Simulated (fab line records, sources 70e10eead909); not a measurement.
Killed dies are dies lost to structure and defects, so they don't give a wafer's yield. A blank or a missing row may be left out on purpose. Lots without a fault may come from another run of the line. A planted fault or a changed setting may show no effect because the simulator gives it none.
Chamber matching | flow nand_harc | NHARC_P_M2_DEP_33 on pecvd-03: 3 sister chambers
The step deposits SiCN, target thk 30 nm. 6 wafers are shown with their chamber, then 12 later ones without.

WAFERS WITH THEIR CHAMBER
wafer  | chamber | heater_power_w (W)
L087.4 | 2       | 467
L089.6 | 1       | 637
L092.5 | 1       | 598
L093.1 | 0       | 503
L093.2 | 2       | 395
L093.5 | 0       | 517

WAFERS WITHOUT THEIR CHAMBER
wafer  | heater_power_w (W)
L094.1 | 561
L094.3 | 424
L094.5 | 602
L095.4 | 473
L095.5 | 624
L095.6 | 463
L096.1 | 607
L096.2 | 521
L096.4 | 456
L097.1 | 434
L097.3 | 606
L097.5 | 614

WHICH CHAMBER EACH WENT THROUGH
wafer  | from the rows above     | in truth
L094.1 | can't be placed: 0 or 1 | 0
L094.3 | 2                       | 2
L094.5 | 1                       | 1
L095.4 | can't be placed: 0 or 2 | 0
L095.5 | 1                       | 1
L095.6 | can't be placed: 2 or 0 | 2
L096.1 | 1                       | 1
L096.2 | 0                       | 0
L096.4 | can't be placed: 2 or 0 | 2
L097.1 | 2                       | 2
L097.3 | 1                       | 1
L097.5 | 1                       | 1
Placed correctly: 8 of 12. Can't be placed from these rows: 4 (the true chamber is among the candidates in 4). Placed wrongly: 0.
How it was worked out, from the rows above alone: a wafer's distance from a chamber is the root of the sum, over the readings, of the square of ((its reading less the chamber's mean) divided by the reading's scatter). The wafer belongs to the nearest chamber; if the next one is less than 2 further off, it can't be placed. A chamber's mean is the mean of its shown wafers. The scatter: the root of (the sum of the squares of (reading less its chamber's mean) over the shown wafers, divided by (wafers less chambers)).
